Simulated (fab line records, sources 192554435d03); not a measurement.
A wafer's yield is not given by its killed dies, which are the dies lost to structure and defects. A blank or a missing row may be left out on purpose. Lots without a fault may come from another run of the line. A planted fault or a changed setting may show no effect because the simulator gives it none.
Which tool was responsible? -- flow n5-finfet -- 18 wafers sampled from 6 lots at 1 step of a route of 1938

## WHAT THE GAUGES SHOWED, per wafer
N5_SDB_INSPECT_36: inspects for defects (darkfield).
lot,measured,on,raw-defect-count
L389,day 4 06:18,defect-inspect-01,48 15 34
L393,day 5 03:49,defect-inspect-01,27 37 19
L398,day 6 11:20,defect-inspect-02,28 40 25
L402,day 7 09:52,defect-inspect-01,43 32 46
L404,day 7 22:26,defect-inspect-01,36 35 45
L410,day 9 12:52,defect-inspect-01,42 39 63

## WHAT TOOL EACH LOT RAN ON (gives the tool, then ch and the chambers of the sampled wafers, and finally the start)
No process step before these readings appears in the record.

## THE ANSWER, worked out from the rows above alone
Rule: the usual values come from the lots themselves. Put in order of their means at a reading, lots are off if they are a third of the lots or fewer, leave a main group of 4 or more, and stand apart from it by a gap of 3 or more times the standard deviation of the main group's means; of several such gaps the widest counts. A main group is skipped when, at the precision printed for the reading in the tables above, its means are all equal. A lot without any number at a reading at which 4 lots or more have one is off too. Where the step has rows for the other lots, those lots are counted as sound.
No lot is off on any of the readings shown, so nothing can be concluded from this.

## WHAT HAD BEEN PUT IN BY THE SIMULATOR
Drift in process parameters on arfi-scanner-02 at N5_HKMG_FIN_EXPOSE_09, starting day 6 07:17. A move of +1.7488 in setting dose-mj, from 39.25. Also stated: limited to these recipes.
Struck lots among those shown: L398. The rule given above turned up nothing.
